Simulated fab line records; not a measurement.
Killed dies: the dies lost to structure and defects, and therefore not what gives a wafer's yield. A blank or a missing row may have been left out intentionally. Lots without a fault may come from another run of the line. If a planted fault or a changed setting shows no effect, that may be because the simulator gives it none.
A struck lot beside a sound one | flow n5-finfet | 14 out of 1938 route steps
Sound: the wafers L378.1, L378.2, L378.5. Struck: wafer L392.1 (left out: L392.3, L392.4 of the same lot, which were not struck); the cause appears at the end.
At each step with rows: each side's tool, then ch and its chambers, then its first start. Under that, the readings that differ: sound wafers | struck wafers | difference of the means | sigmas: that difference in standard deviations of wafers without a fault.
alike: words and numbers the same on both sides, and readings whose means are apart by under 2 such deviations; not compared: readings that were withheld, readings missing a value for some wafer, numbers with overlapping values and no deviation given by the record, and bounds like >300 which may hide the same value.
Wherever a step has rows on one side only, a row that says differs or no value, or a row with sigmas, the two part there. Numbers that don't overlap but have no deviation are shown without sigmas and don't part them. A reading missing from all wafers of one side parts the sides only when that side holds two or more wafers.

first, 1 step without rows for these wafers: N5_BEOL_M7_CURE_75 (cures SiCOH lowk, time 120 s).
N5_BEOL_M7_DEGAS_44: time 60 s.
  sound on pvd-sputter-02 at day 9 08:59; struck on pvd-sputter-01 at day 12 23:12
  alike: heater-power-w
then, 2 steps without rows for these wafers: N5_BEOL_M7_PRE_CLEAN_45 (time 30 s); N5_BEOL_M7_ALD_77 (deposits TaN, target thk 2 nm, pulse time 2 s, purge time 3 s).
N5_BEOL_M7_SURFACE_TREAT_79:
  sound on pvd-sputter-02 at day 9 09:24; struck on pvd-sputter-03 at day 12 23:35
  not compared: throttle-valve-pct
then, 1 step without rows for these wafers: N5_BEOL_M7_CVD_78 (deposits Co from CCTBA/H2, target thk 2 nm, time 142.3 s).
N5_BEOL_M7_SPUTTER_48: material Cu, target thk 10 nm, time 1.667 s.
  sound on pvd-sputter-02 at day 9 09:53; struck on pvd-sputter-03 at day 12 23:46
  reading    | sound          | struck | difference | sigmas
  bias-v (V) | 59.8 60.2 61.1 | 59.2   | -1.2       | -2
  alike: substrate-temp-c, throttle-valve-pct
then, 1 step without rows for these wafers: N5_BEOL_M7_ECD_50 (material Cu, target thk 300 nm).
N5_BEOL_M7_ANNEAL_51: time 90 s.
  sound on rtp-anneal-02 ch 0, day 9 10:41; struck on rtp-anneal-01 ch 0, day 12 23:58
  alike: anneal-temp-c, wafer_temp_C_max
N5_BEOL_M7_CMP_52: polishes, stops on SiCOH lowk, t overpolish 6.9 s, target thk 80 nm.
  sound on cmp-02 ch 0,2,3, day 9 11:06; struck on cmp-02 ch 2, day 13 00:16
  reading                    | sound             | struck | difference | sigmas
  slurry-filter-dp-kPa (kPa) | 13.32 13.45 13.46 | 13.72  | +0.31      | +2
  alike: barrier-field-endpoint-s, motor-current-A, overpolish-run-s, time-to-endpoint-s
  not compared: pad-life-wafers
N5_BEOL_M7_THK_MEAS_53: measures by xrf.
  sound on film-metro-01 at day 9 11:23; struck on film-metro-02 at day 13 00:34
  alike: M7_THK
then, 1 step without rows for these wafers: N5_BEOL_M7_PRE_CLEAN_55 (time 15 s).
N5_BEOL_M7_DEP_56: deposits SiCN from 3MS/NH3, target thk 10 nm, time 17.5 s.
  sound on pecvd-02 ch 0,1, day 9 11:27; struck on pecvd-03 ch 0, day 13 00:37
  alike: showerhead-plenum-p-Torr, throttle-valve-pct
  not compared: model.SiCN_of_BEOL_M7_DEP_56.thk-nm
N5_BEOL_M7_RS_MEAS_57: measurement is done with a four-point probe.
  sound on film-metro-01 at day 9 11:31; struck on film-metro-02 at day 13 00:41
  alike: M7_RS

## WHERE THEY PART
First at N5_BEOL_M7_SPUTTER_48; last, within this record, at N5_BEOL_M7_CMP_52. Later steps at which nothing parts them and some readings are alike: N5_BEOL_M7_THK_MEAS_53, N5_BEOL_M7_DEP_56, N5_BEOL_M7_RS_MEAS_57.

WHY: the cause the simulator had injected
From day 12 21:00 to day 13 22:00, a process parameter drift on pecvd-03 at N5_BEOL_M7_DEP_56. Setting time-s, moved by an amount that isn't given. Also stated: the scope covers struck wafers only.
